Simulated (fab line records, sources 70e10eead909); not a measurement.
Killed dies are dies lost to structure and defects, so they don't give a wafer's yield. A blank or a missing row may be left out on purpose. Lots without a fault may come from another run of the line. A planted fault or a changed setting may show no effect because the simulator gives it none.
Chamber matching | flow nand_harc | NHARC_P_M1_DEP_33 on pecvd-01: 3 sister chambers
The step deposits SiCN, target thk 30 nm. 16 wafers are shown with their chamber, then 8 later ones without.

WAFERS WITH THEIR CHAMBER
wafer  | chamber | heater_power_w (W) | rf_fwd_power_W (W)
L074.1 | 2       | 623                | 448.1
L074.5 | 0       | 520                | 448.5
L074.6 | 1       | 552                | 447.6
L076.1 | 2       | 612                | 449.0
L076.2 | 0       | 577                | 450.4
L076.4 | 0       | 569                | 449.8
L078.3 | 0       | 555                | 450.4
L078.5 | 0       | 550                | 447.6
L078.6 | 2       | 607                | 451.5
L083.2 | 1       | 617                | 449.8
L083.5 | 0       | 539                | 447.2
L083.6 | 2       | 619                | 447.5
L087.2 | 0       | 538                | 449.3
L087.3 | 1       | 623                | 449.1
L087.4 | 0       | 549                | 447.3
L086.3 | 2       | 602                | 446.4

SIGNATURES (means of the wafers above)
reading        | chamber 0 | chamber 1 | chamber 2 | scatter within a chamber
heater_power_w | 549.62    | 597.33    | 612.60    | 20.9
rf_fwd_power_W | 448.812   | 448.833   | 448.500   | 1.52
Rule: a wafer's distance from a chamber is the root of the sum, over the readings, of the square of ((its reading less the chamber's mean) divided by the reading's scatter). The wafer belongs to the nearest chamber; if the next one is less than 2 further off, it can't be placed. The scatter: the root of (the sum of the squares of (reading less its chamber's mean) over the shown wafers, divided by (wafers less chambers)).

WAFERS WITHOUT THEIR CHAMBER
wafer  | heater_power_w (W) | rf_fwd_power_W (W)
L086.4 | 542                | 449.9
L086.5 | 605                | 447.8
L088.1 | 596                | 449.8
L088.4 | 603                | 449.7
L088.5 | 646                | 447.4
L093.1 | 631                | 448.6
L093.5 | 603                | 449.5
L093.6 | 548                | 449.6

WHICH CHAMBER EACH WENT THROUGH
wafer  | from the rows above          | in truth
L086.4 | can't be placed: 0 or 1      | 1
L086.5 | can't be placed: 2 or 1      | 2
L088.1 | can't be placed: 1 or 2 or 0 | 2
L088.4 | can't be placed: 1 or 2 or 0 | 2
L088.5 | can't be placed: 2 or 1      | 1
L093.1 | can't be placed: 2 or 1      | 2
L093.5 | can't be placed: 1 or 2      | 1
L093.6 | can't be placed: 0 or 1      | 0
Placed correctly: 0 of 8. Can't be placed from these rows: 8 (the true chamber is among the candidates in 8). Placed wrongly: 0.
